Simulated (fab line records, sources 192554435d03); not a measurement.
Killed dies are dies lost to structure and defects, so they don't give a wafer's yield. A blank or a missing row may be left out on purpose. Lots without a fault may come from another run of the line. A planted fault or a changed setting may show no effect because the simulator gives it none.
Chamber matching | flow n5_finfet | N5_BEOL_M3_ALD_84 on ald_metal-02: 4 sister chambers
The step deposits TaN, pulse time 2 s, purge time 3 s, co reactant purge time 2 s. 4 wafers are shown with their chamber, then 8 later ones without.

WAFERS WITH THEIR CHAMBER
wafer  | chamber | heater_power_outer_w (W)
L086.2 | 3       | 251
L090.4 | 2       | 200
L090.6 | 0       | 197
L089.3 | 1       | 201

WAFERS WITHOUT THEIR CHAMBER
wafer  | heater_power_outer_w (W)
L089.5 | 246
L089.6 | 196
L091.2 | 248
L091.3 | 197
L091.6 | 204
L094.1 | 249
L094.2 | 197
L094.4 | 210

WHICH CHAMBER EACH WENT THROUGH
wafer  | from the rows above          | in truth
L089.5 | 3                            | 3
L089.6 | can't be placed: 0 or 2 or 1 | 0
L091.2 | 3                            | 3
L091.3 | can't be placed: 0 or 2 or 1 | 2
L091.6 | can't be placed: 1 or 2 or 0 | 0
L094.1 | 3                            | 3
L094.2 | can't be placed: 0 or 2 or 1 | 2
L094.4 | can't be placed: 1 or 2 or 0 | 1
Placed correctly: 3 of 8. Can't be placed from these rows: 5 (the true chamber is among the candidates in 5). Placed wrongly: 0.
How it was worked out, from the rows above alone: a wafer's distance from a chamber is the root of the sum, over the readings, of the square of ((its reading less the chamber's mean) divided by the reading's scatter). The wafer belongs to the nearest chamber; if the next one is less than 2 further off, it can't be placed. A chamber's mean is the mean of its shown wafers. The scatter: with one shown wafer a chamber, the root of the mean of the squares of how far each hidden wafer lies from its nearest shown one.
